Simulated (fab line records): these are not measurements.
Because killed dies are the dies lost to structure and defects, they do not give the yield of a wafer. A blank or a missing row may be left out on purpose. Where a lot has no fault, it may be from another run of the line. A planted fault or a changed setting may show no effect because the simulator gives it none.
fab line records	flow n5_finfet
record: lots: 7	wafers: 39
route steps=1938 shown FIN_SAQP@147 FIN_CUT@173 DUMMY_GATE@237 SD_ACTIVATION@331 HKMG_FIN@438 GATE_CUT@466 MOL_CONTACT_COAG@581 BEOL_M4@1111
start_h: hours from the record's opening day to when the first of the lot's shown wafers began	wait_h: hours since the lot's step before	" repeats the value in the row above	L1.1+2: several wafers, shown together as one row	- no value, or no start was given	* or withheld: withheld	< > ~ a bound
route shown NAME@n: a module of which the file shows steps, and the number in the route of the first	usual: mean and standard deviation over wafers with no fault	same: alike in all rows	chamber/n: place in a boat	sites: each site's reading	_std_site: the standard deviation of these	_edge_site: mean of outer sites minus mean of inner sites	radius_mm: how far each site lies from the wafer's centre	mask NAME#n: copy n	behind: tool/chamber where the wafer was last shaped	hold: what put the lot on hold/how long, in hours/how the hold closed	device: which transistor (n, p or np) failed to switch	end of line: the tests these same wafers got at the end of their route	a step without rows: its recipe alone	killed: dies that structure and defects cost at the first sort, which is not the same as the wafer's yield	map: per-die view of a wafer (x killed, . not killed, _ where there is no die)
set.NAME: setting as actually run; set.NAME@STEP: the setting as run at that earlier step	model.NAME: the simulator's own value behind a step, which no gauge read
lots run with intentionally changed settings; tables by step, rows by wafer
== steps ==
step: N5_FIN_SAQP_FIN_ETCH_36
recipe: chemistry: HBr/Cl2/O2	target_depth_a: 1200	mask_material: SiNx	time_s: 50.4	bias_w: 102	pressure_mtorr: 10	icp_w: 800	HBr_flow_sccm: 150	Cl2_flow_sccm: 80	O2_flow_sccm: 12
step: N5_FIN_CUT_CUT_ETCH_26
recipe: chemistry: CH3F/O2	target: SiNx	target_depth_a: 390	mask_material: SOC	time_s: 55.7	pressure_mtorr: 30	source_w: 395	bias_w: 73	Ar_flow_sccm: 150	CH3F_flow_sccm: 30	O2_flow_sccm: 20	ion_energy_ev: 120
step: N5_DUMMY_GATE_ETCH_37
recipe: chemistry: N2/H2	target: SOC	target_depth_a: 600	overetch_a: 300	temp_c: 40	ion_energy_ev: 200	pressure_mtorr: 30	source_w: 840	bias_w: 150	n2_flow_sccm: 200	h2_flow_sccm: 200
step: N5_SD_ACTIVATION_LSA_01
recipe: temp_c: 1080	time_s: 0.0008	ambient: N2
step: N5_HKMG_FIN_ETCH_35
recipe: chemistry: N2/H2	target: SOC	target_depth_a: 2158	ion_energy_ev: 65	bias_w: 5	source_w: 3000	time_s: 243.4	pressure_mtorr: 30	n2_flow_sccm: 200	h2_flow_sccm: 200
step: N5_HKMG_FIN_ETCHBACK_68
recipe: chemistry: Cl2/Ar	stop_on: HfO2	target_depth_a: 5	pressure_mtorr: 10	icp_w: 600	bias_w: 60	Cl2_flow_sccm: 40	Ar_flow_sccm: 60
step: N5_GATE_CUT_ETCH_56
recipe: chemistry: Cl2/Ar	target: TiN	target_depth_a: 216	pressure_mtorr: 10	icp_w: 600	bias_w: 60	Cl2_flow_sccm: 40	Ar_flow_sccm: 60
step: N5_GATE_CUT_ALD_22
recipe: material: SiNx	target_thk_a: 160	temp_c: 400	ald_precursor_family: SiH2I2	ald_co_reactant: N2/H2-plasma	pulse_time_s: 1	ald_cycles: 320	purge_time_s: 2	co_reactant_purge_time_s: 2	pressure_torr: 2
step: N5_MOL_CONTACT_COAG_ETCH_91
recipe: chemistry: N2/H2	target: SOC	target_depth_a: 600	overetch_a: 210	mask_material: SiARC	temp_c: 40	time_s: 101.2	ion_energy_ev: 200	pressure_mtorr: 30	source_w: 840	bias_w: 150	n2_flow_sccm: 200	h2_flow_sccm: 200
step: N5_MOL_CONTACT_COAG_ETCH_67
step: N5_BEOL_M4_RC_MEAS_101
usual: RS_SD_N: 28.3/0.35
lot.wafer	tool	chamber	start_h	wait_h	set.icp_w@FIN_SAQP_FIN_ETCH_36	set.source_w@FIN_CUT_CUT_ETCH_26	set.source_w@DUMMY_GATE_ETCH_37	set.time_s@SD_ACTIVATION_LSA_01	set.target_depth_a@HKMG_FIN_ETCH_35	set.target_depth_a@HKMG_FIN_ETCHBACK_68	set.icp_w@GATE_CUT_ETCH_56	set.ald_cycles@GATE_CUT_ALD_22	set.source_w@MOL_CONTACT_COAG_ETCH_91	set.target_depth_a@MOL_CONTACT_COAG_ETCH_67	RS_SD_N[ohm/sq]
L076.1	prober-02	0	176.70	0.0	800	395	840	0.001005	2016	4.769	638.4	320	840	661.7	28.1
L076.2	"	0	"	"	800	395	931.7	0.001005	2016	5	600	320	840	600	27.9
L076.3	"	0	"	"	745.2	395	840	0.001005	2158	4.769	600	320	840	661.7	28.0
L076.4	"	0	"	"	800	395	931.7	0.0008	2158	4.769	600	320	840	600	29.0
L076.5	"	0	"	"	745.2	395	840	0.0008	2016	5	638.4	320	840	661.7	28.3
L076.6	"	0	"	"	745.2	395	931.7	0.0008	2158	5	638.4	320	840	600	28.7
L077.1	prober-01	0	177.38	0.0	731.3	395	840	0.0008883	2158	5	600	294	778.6	600	28.2
L077.2	"	0	"	"	731.3	435.4	840	0.0008883	2158	5.527	600	320	840	560.8	28.4
L077.3	"	0	"	"	800	435.4	840	0.0008	2158	5.527	600	294	778.6	560.8	28.3
L077.4	"	0	"	"	731.3	395	765.5	0.0008	2158	5.527	600	294	840	600	28.6
L077.5	"	0	"	"	800	395	765.5	0.0008	2158	5	600	320	840	560.8	28.8
L077.6	"	0	"	"	800	435.4	765.5	0.0008883	2158	5	600	320	778.6	600	28.3
L087.1	prober-01	0	248.35	0.0	670.6	395	840	0.0008	2412	5	600	320	840	537.4	27.8
L087.2	"	0	"	"	670.6	416.1	926.2	0.0008	2158	5	600	334	840	600	28.0
L087.3	"	0	"	"	800	416.1	840	0.0008	2158	5	600	320	771.2	537.4	27.6
L087.4	"	0	"	"	670.6	395	840	0.0008	2412	5	600	334	771.2	600	27.7
L087.5	"	0	"	"	800	395	926.2	0.0008	2158	5	600	320	840	600	27.8
L087.6	"	0	"	"	800	416.1	926.2	0.0008	2412	5	600	334	771.2	537.4	28.0
L088.1	prober-02	0	249.11	0.3	800	395	840	0.0009849	2158	5	649	346	776	600	28.0
L088.2	"	0	"	"	711.2	395	840	0.0008	2158	4.621	649	320	776	522.9	28.5
L088.3	"	0	"	"	711.2	395	840	0.0009849	2158	4.621	649	320	840	522.9	28.3
L088.4	"	0	"	"	711.2	395	840	0.0008	2158	5	600	346	840	522.9	28.5
L088.5	"	0	"	"	800	395	840	0.0009849	2158	5	600	320	840	600	28.2
L088.6	"	0	"	"	800	395	840	0.0008	2158	4.621	600	346	776	600	28.5
L090.1	prober-01	0	266.33	0.0	800	395	840	0.0007138	2158	5.708	600	320	840	600	28.6
L090.2	"	0	"	"	800	395	697.2	0.0008	1971	5.708	696.3	272	943.6	569.2	28.0
L090.3	"	0	"	"	862.9	421.9	840	0.0007138	1971	5	696.3	320	840	600	28.1
L090.4	"	0	"	"	862.9	421.9	697.2	0.0007138	2158	5.708	696.3	272	943.6	600	28.7
L090.5	"	0	"	"	800	421.9	840	0.0008	1971	5	600	272	840	569.2	28.1
L090.6	"	0	"	"	862.9	395	697.2	0.0008	2158	5	600	320	943.6	569.2	27.8
L094.1	prober-01	0	281.30	0.0	800	395	840	0.0005866	2003	5	673.9	320	840	600	29.2
L094.2	"	0	"	"	654.4	395	990.5	0.0008	2158	5	600	320	687.4	600	28.3
L094.3	"	0	"	"	800	395	990.5	0.0008	2003	4.419	600	320	687.4	600	28.6
L094.4	"	0	"	"	800	395	840	0.0005866	2158	4.419	600	320	840	532.9	29.8
L094.5	"	0	"	"	654.4	395	990.5	0.0005866	2158	4.419	673.9	320	687.4	532.9	29.8
L094.6	"	0	"	"	654.4	395	840	0.0008	2003	5	673.9	320	840	532.9	28.7
L096.3	prober-02	0	306.34	0.3	800	395	840	0.0008	2158	5	600	320	840	600	28.8
L096.4	"	0	"	"	800	395	840	0.0008	2158	5	600	320	840	600	28.6
L096.6	"	0	"	"	800	395	840	0.0008	2158	5	600	320	840	600	28.3
== key ==
split: step: N5_FIN_SAQP_FIN_ETCH_36	setting: icp_w	stated_as: 800
response none clear
split: step: N5_FIN_CUT_CUT_ETCH_26	setting: source_w	stated_as: 395
response none clear
split: step: N5_DUMMY_GATE_ETCH_37	setting: source_w	stated_as: 840
response none clear
split: step: N5_SD_ACTIVATION_LSA_01	setting: time_s	stated_as: 0.0008
response: step: N5_BEOL_M4_RC_MEAS_101	reading: RS_SD_N	slope: -0.0261	per: 1%	together_with: all	explained: 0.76
split: step: N5_HKMG_FIN_ETCH_35	setting: target_depth_a	stated_as: 2158
response none clear
split: step: N5_HKMG_FIN_ETCHBACK_68	setting: target_depth_a	stated_as: 5
response none clear
split: step: N5_GATE_CUT_ETCH_56	setting: icp_w	stated_as: 600
response none clear
split: step: N5_GATE_CUT_ALD_22	setting: ald_cycles	stated_as: 320
response none clear
split: step: N5_MOL_CONTACT_COAG_ETCH_91	setting: source_w	stated_as: 840
response none clear
split: step: N5_MOL_CONTACT_COAG_ETCH_67	setting: target_depth_a	stated_as: 600
response none clear
